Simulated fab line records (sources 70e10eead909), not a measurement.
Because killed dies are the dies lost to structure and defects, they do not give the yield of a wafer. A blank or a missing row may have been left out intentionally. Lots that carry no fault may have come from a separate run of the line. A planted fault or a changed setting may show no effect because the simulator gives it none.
What tool caused it? | flow nand harc | 14 lots with 42 wafers sampled at 4 steps, on a route of 1159 steps

WHAT THE GAUGES SHOWED, per wafer
The record holds no reading of a measuring or inspecting step that can be judged against a usual standard deviation.

TOOL THAT RAN EACH LOT (tool first, then ch and the chambers of the sampled wafers, then the start)
lot  | NHARC_A_STAIRCASE_DEP_156       | NHARC_A_STAIRCASE_TRIM_12          | NHARC_A_STAIRCASE_ETCH_17      | NHARC_A_STAIRCASE_TRIM_22
L381 | pecvd-03 ch 0,1, day 10 17:29   | rie diel-08 ch 2,3, day 10 20:33   | rie diel-08 ch 0,1,2, no start | rie diel-12 ch 0,3, no start
L380 | pecvd-04 ch 1,2, day 10 17:32   | rie diel-12 ch 1,3, day 10 20:22   | rie diel-12 ch 0,1,2, no start | rie diel-12 ch 0,2, no start
L383 | pecvd-03 ch 1,2, day 10 21:11   | rie diel-03 ch 0,1, day 11 00:23   | rie diel-03 ch 0,1,3, no start | rie diel-08 ch 0,1,2, no start
L382 | pecvd-03 ch 1,2, day 11 08:50   | rie diel-08 ch 0,1,2, day 11 11:45 | rie diel-08 ch 1,2,3, no start | rie diel-12 ch 0,2,3, no start
L385 | pecvd-03 ch 0,1,2, day 11 20:22 | rie diel-03 ch 1,2, day 11 23:37   | rie diel-03 ch 0,1,3, no start | rie diel-12 ch 0,2, no start
L384 | pecvd-01 ch 0,1,2, day 11 20:29 | rie diel-12 ch 2,3, day 11 23:49   | rie diel-12 ch 0,1,2, no start | rie diel-12 ch 2,3, no start
L387 | pecvd-04 ch 0,2, day 12 12:34   | rie diel-12 ch 0,1,3, day 12 15:32 | rie diel-12 ch 0,1,2, no start | rie diel-03 ch 0,1,3, no start
L388 | pecvd-01 ch 0,1, day 12 20:22   | rie diel-12 ch 0,1,2, day 13 00:32 | rie diel-12 ch 0,3, no start   | rie diel-08 ch 0,2, no start
L390 | pecvd-01 ch 0,1,2, day 13 04:33 | rie diel-12 ch 0,1, day 13 07:23   | rie diel-12 ch 1,3, no start   | rie diel-08 ch 1,2, no start
L391 | pecvd-01 ch 1,2, day 13 06:48   | rie diel-08 ch 0,2,3, day 13 10:29 | rie diel-08 ch 0,2, no start   | rie diel-08 ch 0,1, no start
L400 | pecvd-03 ch 0,1,2, day 15 11:59 | rie diel-08 ch 1,2, day 15 14:55   | rie diel-08 ch 2,3, no start   | rie diel-08 ch 0,2, no start
L399 | pecvd-03 ch 0,2, day 15 12:08   | rie diel-03 ch 0,1,2, day 15 15:07 | rie diel-03 ch 1,2,3, no start | rie diel-12 ch 0,1,3, no start
L402 | pecvd-04 ch 0,1,2, day 16 00:01 | rie diel-08 ch 1,2,3, day 16 03:44 | rie diel-08 ch 0,1, no start   | rie diel-08 ch 1,3, no start
L403 | pecvd-01 ch 1,2, day 16 15:59   | rie diel-08 ch 0,2,3, day 16 18:54 | rie diel-08 ch 0,1,2, no start | rie diel-03 ch 0,1,2, no start
- NHARC_A_STAIRCASE_DEP_156: deposits SiNx, target thk 50 nm.
- NHARC_A_STAIRCASE_TRIM_12: chemistry O2, time 211.2 s.
- NHARC_A_STAIRCASE_ETCH_17: etches the open film in C4F8/O2, target depth 100 nm, time 40.5 s.
- NHARC_A_STAIRCASE_TRIM_22: chemistry O2, time 211.2 s.

AS READ BY THE TOOLS THEMSELVES (means over the sampled wafers that have a number; for cases with no such wafer, the mark the record gives instead)
NHARC_A_STAIRCASE_DEP_156. Usual: 708 W for heater power w, sd 88.
lot  | tool     | heater power w (W) | flag
L381 | pecvd-03 | 647                |
L380 | pecvd-04 | 677                |
L383 | pecvd-03 | 630                |
L382 | pecvd-03 | 601                |
L385 | pecvd-03 | 620                |
L384 | pecvd-01 | 779                |
L387 | pecvd-04 | 671                |
L388 | pecvd-01 | 717                |
L390 | pecvd-01 | 807                |
L391 | pecvd-01 | 848                |
L400 | pecvd-03 | 669                |
L399 | pecvd-03 | 607                |
L402 | pecvd-04 | 657                |
L403 | pecvd-01 | 761                |

NHARC_A_STAIRCASE_TRIM_12. Usual: for drypump motor current A, 6.0 A with a standard deviation of 0.39; for o2 flow sccm, 500.0 sccm with a standard deviation of 1.6; for oes product au, 0.998 a.u. with a standard deviation of 0.0099; for rf vpp V, 57.4 V with a standard deviation of 0.88; for run length s, 232.5 s with a standard deviation of 0.48; for showerhead plenum p Torr, 3.47 Torr with a standard deviation of 0.13; for throttle valve pct, 17.036 % with a standard deviation of 0.0089.
lot  | tool        | drypump motor current A (A) | o2 flow sccm (sccm) | oes product au (a.u.) | rf vpp V (V) | run length s (s) | showerhead plenum p Torr (Torr) | throttle valve pct (%) | flag
L381 | rie diel-08 | 5.8                         | 497.4               | 0.997                 | 56.7         | 232.8            | 3.49                            | 17.046                 |
L380 | rie diel-12 | 6.3                         | 500.5               | 0.998                 | 57.9         | 232.3            | 3.58                            | 17.036                 |
L383 | rie diel-03 | 6.3                         | 500.4               | 1.006                 | 56.7         | 232.3            | 3.35                            | 17.037                 |
L382 | rie diel-08 | 6.2                         | 499.0               | 1.003                 | 57.9         | 232.7            | 3.45                            | 17.035                 |
L385 | rie diel-03 | 5.7                         | 499.9               | 1.008                 | 57.1         | 232.7            | 3.37                            | 17.042                 |
L384 | rie diel-12 | 6.4                         | 499.4               | 0.999                 | 57.2         | 232.4            | 3.67                            | 17.034                 |
L387 | rie diel-12 | 6.0                         | 499.4               | 0.991                 | 58.3         | 232.3            | 3.50                            | 17.025                 |
L388 | rie diel-12 | 6.0                         | 498.5               | 0.992                 | 56.6         | 180.2            | 3.49                            | 17.034                 | OFF
L390 | rie diel-12 | 5.8                         | 501.9               | 0.987                 | 57.7         | 206.3            | 3.39                            | 17.039                 | OFF
L391 | rie diel-08 | 6.0                         | 500.6               | 0.987                 | 57.7         | 232.6            | 3.45                            | 17.039                 |
L400 | rie diel-08 | 6.2                         | 500.9               | 0.995                 | 57.2         | 233.0            | 3.52                            | 17.048                 |
L399 | rie diel-03 | 6.0                         | 501.4               | 1.007                 | 56.5         | 232.4            | 3.34                            | 17.040                 |
L402 | rie diel-08 | 6.0                         | 498.7               | 0.990                 | 57.2         | 233.3            | 3.47                            | 17.034                 |
L403 | rie diel-08 | 6.1                         | 501.2               | 0.997                 | 57.1         | 232.4            | 3.44                            | 17.041                 |

NHARC_A_STAIRCASE_ETCH_17. Usual: oes product au 0.940 a.u., standard deviation 0.0099; rf vpp V 894 V, standard deviation 4.8.
lot  | tool        | oes product au (a.u.) | rf vpp V (V) | flag
L381 | rie diel-08 | 0.950                 | 894          |
L380 | rie diel-12 | 0.943                 | 895          |
L383 | rie diel-03 | 0.928                 | 891          |
L382 | rie diel-08 | 0.951                 | 895          |
L385 | rie diel-03 | 0.939                 | 891          |
L384 | rie diel-12 | 0.936                 | 895          |
L387 | rie diel-12 | 0.942                 | 894          |
L388 | rie diel-12 | 0.930                 | 899          |
L390 | rie diel-12 | 0.933                 | 897          |
L391 | rie diel-08 | 0.927                 | 891          |
L400 | rie diel-08 | 0.940                 | 896          |
L399 | rie diel-03 | 0.939                 | 891          |
L402 | rie diel-08 | 0.947                 | 888          |
L403 | rie diel-08 | 0.946                 | 893          |

NHARC_A_STAIRCASE_TRIM_22. Usual: for drypump motor current A, 6.1 A with a standard deviation of 0.35; for o2 flow sccm, 499.9 sccm with a standard deviation of 1.7; for oes product au, 0.998 a.u. with a standard deviation of 0.0095; for rf vpp V, 57.7 V with a standard deviation of 0.8; for run length s, 232.5 s with a standard deviation of 0.43; for showerhead plenum p Torr, 3.48 Torr with a standard deviation of 0.13; for throttle valve pct, 17.037 % with a standard deviation of 0.0085.
lot  | tool        | drypump motor current A (A) | o2 flow sccm (sccm) | oes product au (a.u.) | rf vpp V (V) | run length s (s) | showerhead plenum p Torr (Torr) | throttle valve pct (%) | flag
L381 | rie diel-12 | 6.2                         | 500.4               | 0.995                 | 57.6         | 232.2            | 3.61                            | 17.050                 |
L380 | rie diel-12 | 6.1                         | 498.9               | 1.007                 | 57.6         | 232.4            | 3.60                            | 17.037                 |
L383 | rie diel-08 | 6.2                         | 499.5               | 0.999                 | 57.8         | 232.7            | 3.45                            | 17.030                 |
L382 | rie diel-12 | 6.2                         | 499.2               | 0.996                 | 57.8         | 232.5            | 3.60                            | 17.037                 |
L385 | rie diel-12 | 5.9                         | 499.3               | 0.997                 | 57.5         | 232.8            | 3.53                            | 17.036                 |
L384 | rie diel-12 | 6.4                         | 499.1               | 1.003                 | 58.2         | 232.3            | 3.67                            | 17.042                 |
L387 | rie diel-03 | 5.9                         | 501.2               | 1.011                 | 57.0         | 232.1            | 3.39                            | 17.044                 |
L388 | rie diel-08 | 6.4                         | 502.4               | 0.990                 | 57.5         | 232.8            | 3.50                            | 17.038                 |
L390 | rie diel-08 | 6.1                         | 501.0               | 1.000                 | 58.3         | 233.0            | 3.47                            | 17.034                 |
L391 | rie diel-08 | 6.0                         | 501.2               | 1.005                 | 58.2         | 232.9            | 3.38                            | 17.037                 |
L400 | rie diel-08 | 6.3                         | 497.9               | 0.993                 | 57.5         | 232.1            | 3.40                            | 17.045                 |
L399 | rie diel-12 | 6.0                         | 499.1               | 1.005                 | 58.4         | 232.4            | 3.49                            | 17.047                 |
L402 | rie diel-08 | 5.7                         | 500.8               | 0.995                 | 56.8         | 232.8            | 3.42                            | 17.031                 |
L403 | rie diel-03 | 6.0                         | 499.1               | 1.010                 | 57.4         | 232.4            | 3.34                            | 17.032                 |

THE ANSWER, worked out from the rows above alone
Rule: a lot is off if the mean of its wafers that have a number lies more than 3 standard deviations from the usual mean. A lot without any number at a reading at which 4 lots or more have one is off too. All remaining lots with rows at the step are treated as sound. After the gauges, taken in route order, come the tools' own readings; for these a lot's mean is taken, as printed above. At the first step where some lot is off, the reading lying furthest off is the one used; lots without a number count as furthest.
Off at NHARC_A_STAIRCASE_TRIM_12 (run length s): L388, L390.
If a tool, at that step or one of the process steps before it, ran each lot that is off and ran no sound lot following the first of them, it fits. One fits: NHARC_A_STAIRCASE_TRIM_12 on rie diel-12. Its last sound lot is L387 (day 12 15:32), its first lot that is off L388 (day 13 00:32): a fault that began between those two fits.
On the lots that are off, the tool's own readings at NHARC_A_STAIRCASE_TRIM_12 differ by more than 5 times the standard deviation of the sound lots' means, which bears it out; run length s reads 193.2 s there versus 232.6 s on the sound lots.

WHAT THE SIMULATOR PUT IN
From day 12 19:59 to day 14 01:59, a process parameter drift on rie diel-12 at NHARC_A_STAIRCASE_TRIM_12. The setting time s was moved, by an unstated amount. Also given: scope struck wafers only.
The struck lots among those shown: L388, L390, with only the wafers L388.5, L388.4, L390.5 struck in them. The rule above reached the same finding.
